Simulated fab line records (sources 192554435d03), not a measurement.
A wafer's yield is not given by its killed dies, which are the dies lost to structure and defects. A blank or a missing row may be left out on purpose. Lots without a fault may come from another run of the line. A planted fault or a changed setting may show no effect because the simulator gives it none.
Matching of chambers    flow n5-finfet    N5_BEOL_M3_PECVD_72 on pecvd-02 has 3 sister chambers
The step deposits SiO2 from TEOS/O2, target thk 16 nm, time 18 s. 3 wafers are shown with their chamber, then 11 later ones without.

## WAFERS, EACH WITH ITS CHAMBER
wafer   chamber  throttle-valve-pct (%)
L081.6  2        24.3
L087.2  1        23.8
L089.1  0        21.1

## WAFERS WITH NO CHAMBER GIVEN
wafer   throttle-valve-pct (%)
L089.4  21.8
L089.6  20.9
L090.1  23.6
L090.3  21.0
L090.5  21.6
L092.2  23.7
L092.4  21.1
L092.6  23.5
L096.2  21.1
L096.4  21.1
L096.6  22.0

## THE CHAMBER EACH PASSED THROUGH
wafer    from the rows above       in truth
L089.4   0                         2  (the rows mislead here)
L089.6   0                         0
L090.1   can't be placed: 1 or 2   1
L090.3   0                         0
L090.5   0                         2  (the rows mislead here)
L092.2   can't be placed: 1 or 2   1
L092.4   0                         0
L092.6   can't be placed: 1 or 2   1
L096.2   0                         0
L096.4   0                         0
L096.6   0                         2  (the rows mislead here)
5 of 11 placed correctly. From these rows, 3 cannot be placed; in 3 the true chamber is one of the candidates. Placed wrongly: 3.
How it was worked out, from the rows above alone: a wafer's distance from a chamber is the root of the sum, over the readings, of the square of ((its reading less the chamber's mean) divided by the reading's scatter). If the next closest chamber is less than 2 further off than the closest, the wafer can't be placed; otherwise it belongs to the closest. For every chamber, the mean is computed from those of its wafers that are shown. The scatter: root of mean squared gap, hidden wafer to nearest shown wafer, with one shown wafer a chamber.
